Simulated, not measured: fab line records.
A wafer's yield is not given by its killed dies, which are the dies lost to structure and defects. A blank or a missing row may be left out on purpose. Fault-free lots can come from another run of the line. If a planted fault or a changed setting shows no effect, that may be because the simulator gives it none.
8D (eight disciplines) problem report, filled in by code	flow n5 finfet	the parts of the form that need people (team, actions taken, sign-off) are left out

== 1. WHAT IS WRONG ==
Mean of killed at front end at N5_PASSIVATION_PROBE_49: 126 across 4 wafers in 2 lots; on wafers with no fault it is 40 (standard deviation 12). That is +7.2 standard deviations from the usual mean.
Earliest sighting: wafer L247.4 on prober-02 at day 15 06:21. The record has a number at this step for 12 wafers belonging to 4 lots. Rule for "out", or "out of limits": more than 4 standard deviations from the usual mean. Any other wafer with a number is counted as sound.

== 2. WHAT IT IS, WHAT IT ISN'T ==
question	is	is not
which readings at this step	killed at front end, killed dies, sort_bin_5_function, sort n pass	killed_at_M0_to_M3, killed_at_M4_up, killed at contacts, killed open, killed short
which lots	L245, L247	L235, L239
which wafers of those lots	L245.3, L245.6, L247.4, L247.6	L245.2, L247.3
read on which tools	prober-01, prober-02	-
when	from day 15 06:21	up to then (7 sound wafers); but 1 sound wafer of L245 came after

== 3. SUSPECTS, AND WHAT RULES EACH OUT ==
Counting: if a tool at a process step up to the reading ran every lot that is out, it stays a suspect. Sound lots after the first of them don't rule it out here, since some wafers of a struck lot are sound.
- plasma asher-02 at N5_SDB_STRIP_22 (strips in N2/H2): kept. It ran every lot that is out, first L245 (day 6 22:52); its last sound lot up to then is L239 (day 5 06:58).
- rie metal-01 at N5_PASSIVATION_ETCH_59 (etches TaN in Cl2/BCl3, target depth 65 nm, time 34.9 s): kept. It ran every lot that is out, first L247 (day 15 01:46); its last sound lot up to then is L235 (day 12 14:37).
- rie diel-06 at N5_PASSIVATION_DESCUM_46 (chemistry O2, time 7.9 s): kept. It ran every lot that is out, first L247 (day 15 03:07); its last sound lot up to then is L235 (day 12 16:14).
- At N5_SDB_STRIP_22 on plasma asher-02, chamber 0 took the sound wafers of the same lots and chamber 1 took the wafers that are out.
Left after counting: plasma asher-02 at N5_SDB_STRIP_22, rie metal-01 at N5_PASSIVATION_ETCH_59, rie diel-06 at N5_PASSIVATION_DESCUM_46.

== 4. THE CAUSE (what the simulator had put in) ==
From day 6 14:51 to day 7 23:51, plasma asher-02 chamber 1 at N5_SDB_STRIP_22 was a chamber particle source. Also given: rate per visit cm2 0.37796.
3 suspects survive the count, and this tool is in that group.

== 5. THE CHAIN OF EFFECTS, in route order ==
Each row: a reading whose mean over the struck wafers that have a number lies more than 3 standard deviations from the usual. Readings are gone through only where the record gives a usual standard deviation; hours: the median, over the lots, of the time from a lot's start at the first step in this table giving one to that lot's start at this step; sigmas: the change measured in usual standard deviations.
hours	step	reading	usual	on struck wafers	change	sigmas
0	N5_PASSIVATION_PROBE_49	defect limited yield	91.1 %	84.3	-6.8	-4.5
0	N5_PASSIVATION_PROBE_49	killed at front end	40	126	+86	+7.2
0	N5_PASSIVATION_PROBE_49	killed dies	106	185	+79	+4.6
0	N5_PASSIVATION_PROBE_49	sort_bin_5_function	5.3 %	10.1	+4.8	+5.0
0	N5_PASSIVATION_PROBE_49	sort n pass	1074	995	-79	-4.6
0	N5_PASSIVATION_PROBE_49	sort yield pct	91.1 %	84.3	-6.8	-4.5
It contains these process steps:
- N5_PASSIVATION_PROBE_49

== 6. HOW IT WOULD HAVE BEEN CAUGHT EARLIER ==
208 hours passed between the start of the fault at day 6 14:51 and the first reading out of limits in this record, taken at day 15 06:21.
An alarm limit of 4 standard deviations would not have fired on the tool readings at N5_SDB_STRIP_22 for which the record gives a usual standard deviation, since none of them was out on any struck wafer.
Lots out: 2; all had begun N5_SDB_STRIP_22 on plasma asher-02 by day 15 06:21. A hold on the tool at that time would have spared none of them.
